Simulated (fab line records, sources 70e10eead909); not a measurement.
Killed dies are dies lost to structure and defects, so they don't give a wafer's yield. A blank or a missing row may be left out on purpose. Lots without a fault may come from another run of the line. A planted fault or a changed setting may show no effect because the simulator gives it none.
A struck lot beside a sound one | flow nand_harc | 38 steps out of a route of 1159
Sound: wafers L107.4, L107.5, L107.6. Struck: wafers L994.1, L994.5, L994.6. The cause comes at the end.
At each step with rows: each side's tool, then ch and its chambers, then its first start. Under that, the readings that differ: sound wafers | struck wafers | difference of the means | sigmas: that difference in standard deviations of wafers without a fault.
alike: readings whose means differ by less than 2 such deviations, and words and numbers that are the same on both sides. not compared: withheld readings, readings that some wafer has no value for, bounds like >300 that may hide the same value, and numbers for which the record gives no deviation and whose values overlap.
The two part at a step that has a row with sigmas, a row that says differs or no value, or rows on one side only. Numbers that don't overlap but have no deviation are shown without sigmas and don't part them. A reading that every wafer of one side lacks parts them only if that side has two wafers or more.

NHARC_A_ZERO_WELL_CD_MEAS_10: target cd 2000 nm.
  sound on cd_sem-01 ch 0, day 11 14:32; struck on cd_sem-01 ch 0, day 8 11:16
  alike: cd_nm
then, 1 step without rows for these wafers: NHARC_A_ZERO_WELL_HARDBAKE_11 (time 65 s).
NHARC_A_ZERO_WELL_DESCUM_12: chemistry O2, time 3 s.
  sound on rie_diel-02 ch 0,1,3, day 11 14:42; struck on rie_diel-02 ch 0,1,3, day 8 11:26
  alike: drypump_motor_current_A, oes_product_au, rf_vpp_V, showerhead_plenum_p_Torr, throttle_valve_pct
  not compared: rf_hours_counter_h
NHARC_A_ZERO_WELL_ETCH_19: etches the open film in N2/H2, target depth 80 nm, overetch 24 nm, time 87.88 s.
  sound on rie_diel-02 ch 1,2,3, day 11 14:47; struck on rie_diel-02 ch 1,3, day 8 11:32
  alike: drypump_motor_current_A, oes_product_au, rf_vpp_V, showerhead_plenum_p_Torr, throttle_valve_pct
  not compared: rf_hours_counter_h
NHARC_A_ZERO_WELL_ETCH_13: etches the open film in HBr/Cl2, target depth 120 nm, time 40.1 s.
  sound on rie_si-03 ch 0,1, day 11 14:54; struck on rie_si-06 ch 0,3, day 8 11:41
  alike: drypump_motor_current_A, hbr_flow_sccm, mfc_cl2_sccm, oes_product_au, throttle_valve_pct
  not compared: rf_hours_counter_h
then, 4 steps without rows for these wafers: NHARC_A_ZERO_WELL_STRIP_14 (strips in SPM, time 900 s); NHARC_A_ZERO_WELL_IMPLANT_15; NHARC_A_ZERO_WELL_PRECLEAN_22 (cleans in SC1, time 60 s); NHARC_A_ZERO_WELL_SRD_23.
NHARC_A_ZERO_WELL_RTA_16: time 10 s.
  sound on rtp_anneal-02 ch 0, day 11 15:53; struck on rtp_anneal-01 ch 0, day 8 12:34
  reading             | sound          | struck         | difference | sigmas
  lamp_zone_7_pct (%) | 28.7 28.6 28.6 | 30.2 30.1 30.1 | +1.5       | +2
  alike: anneal_temp_c_max, lamp_power_pct, lamp_zone_2_pct, wafer_temp_C_max
NHARC_A_ZERO_WELL_INSPECT_17:
  sound on defect_inspect-02, day 11 16:01; struck on defect_inspect-01, day 8 12:46
  alike: raw_defect_count
NHARC_A_SOURCE_PLATE_PRECLEAN_00: cleans in HF-LAST, time 60 s.
  sound on wet_bench-03 ch 3,5,7, day 11 16:04; struck on wet_bench-03 ch 4,5,6, day 8 12:50
then, 2 steps without rows for these wafers: NHARC_A_SOURCE_PLATE_SRD_01; NHARC_A_SOURCE_PLATE_OXIDE_02 (material SiO2, target thk 10 nm, ox time 1362 s).
NHARC_A_SOURCE_PLATE_THK_MEAS_09: measures by ellipsometry.
  sound on film_metro-02, day 11 23:22; struck on film_metro-02, day 8 20:09
  alike: thk_nm
then, 3 steps without rows for these wafers: NHARC_A_SOURCE_PLATE_PVD_04 (deposits WSi2, target thk 50 nm); NHARC_A_SOURCE_PLATE_CVD_03 (deposits poly-Si, target thk 200 nm, time 4000 s); NHARC_A_SOURCE_PLATE_ANNEAL_05 (time 1800 s).
NHARC_A_SOURCE_PLATE_THK_MEAS_06: measures by ellipsometry.
  sound on film_metro-01, day 12 12:27; struck on film_metro-01, day 9 08:54
  alike: thk_nm
NHARC_A_SOURCE_PLATE_INSPECT_08:
  sound on defect_inspect-02, day 12 12:32; struck on defect_inspect-02, day 9 09:09
  reading          | sound    | struck      | difference | sigmas
  raw_defect_count | 98 59 92 | 518 459 479 | +402       | +11
  not compared: hold
NHARC_A_ONON_D1_THK_MEAS_02: measures by ellipsometry.
  sound on film_metro-01, day 12 13:07; struck on film_metro-01, day 9 18:47
  alike: thk_nm
then, 1 step without rows for these wafers: NHARC_A_ONON_D1_DEP_03 (target thk 1000 nm).
NHARC_A_ONON_D1_THK_MEAS_05: measures by ellipsometry.
  sound on film_metro-01, day 12 13:41; struck on film_metro-02, day 9 19:22
  alike: thk_nm
then, 1 step without rows for these wafers: NHARC_A_ONON_D1_DEP_06 (target thk 1000 nm).
NHARC_A_ONON_D1_THK_MEAS_08: measures by ellipsometry.
  sound on film_metro-01, day 12 14:15; struck on film_metro-02, day 9 19:56
  alike: thk_nm
then, 1 step without rows for these wafers: NHARC_A_ONON_D1_DEP_09 (target thk 1000 nm).
NHARC_A_ONON_D1_THK_MEAS_11: measures by ellipsometry.
  sound on film_metro-01, day 12 14:49; struck on film_metro-01, day 9 20:30
  alike: thk_nm
then, 1 step without rows for these wafers: NHARC_A_ONON_D1_DEP_12 (target thk 1000 nm).
NHARC_A_ONON_D1_THK_MEAS_14: measures by ellipsometry.
  sound on film_metro-01, day 12 15:23; struck on film_metro-02, day 9 21:04
  reading     | sound       | struck         | difference | sigmas
  thk_nm (nm) | 998 998 999 | 1024 1023 1024 | +25        | +3
then, 2 steps without rows for these wafers: NHARC_A_ONON_D1_ANNEAL_15 (time 3600 s); NHARC_A_ONON_D1_DEP_16 (target thk 1000 nm).
NHARC_A_ONON_D1_THK_MEAS_18: measures by ellipsometry.
  sound on film_metro-01, day 12 22:29; struck on film_metro-01, day 10 03:34
  alike: thk_nm
then, 1 step without rows for these wafers: NHARC_A_ONON_D1_DEP_19 (target thk 1000 nm).
NHARC_A_ONON_D1_THK_MEAS_21: measures by ellipsometry.
  sound on film_metro-01, day 12 23:04; struck on film_metro-01, day 10 04:08
  alike: thk_nm
then, 1 step without rows for these wafers: NHARC_A_ONON_D1_DEP_22 (target thk 1000 nm).
NHARC_A_ONON_D1_THK_MEAS_24: measures by ellipsometry.
  sound on film_metro-01, day 12 23:38; struck on film_metro-01, day 10 04:41
  alike: thk_nm
then, 2 steps without rows for these wafers: NHARC_A_ONON_D1_DEP_25 (target thk 1000 nm); NHARC_END_SORT_01.

WHERE THEY PART
First at NHARC_A_ZERO_WELL_RTA_16; last, within this record, at NHARC_A_ONON_D1_THK_MEAS_14. Later steps at which nothing parts them and some readings are alike: NHARC_A_ONON_D1_THK_MEAS_18, NHARC_A_ONON_D1_THK_MEAS_21, NHARC_A_ONON_D1_THK_MEAS_24.

WHY: what the simulator had put in
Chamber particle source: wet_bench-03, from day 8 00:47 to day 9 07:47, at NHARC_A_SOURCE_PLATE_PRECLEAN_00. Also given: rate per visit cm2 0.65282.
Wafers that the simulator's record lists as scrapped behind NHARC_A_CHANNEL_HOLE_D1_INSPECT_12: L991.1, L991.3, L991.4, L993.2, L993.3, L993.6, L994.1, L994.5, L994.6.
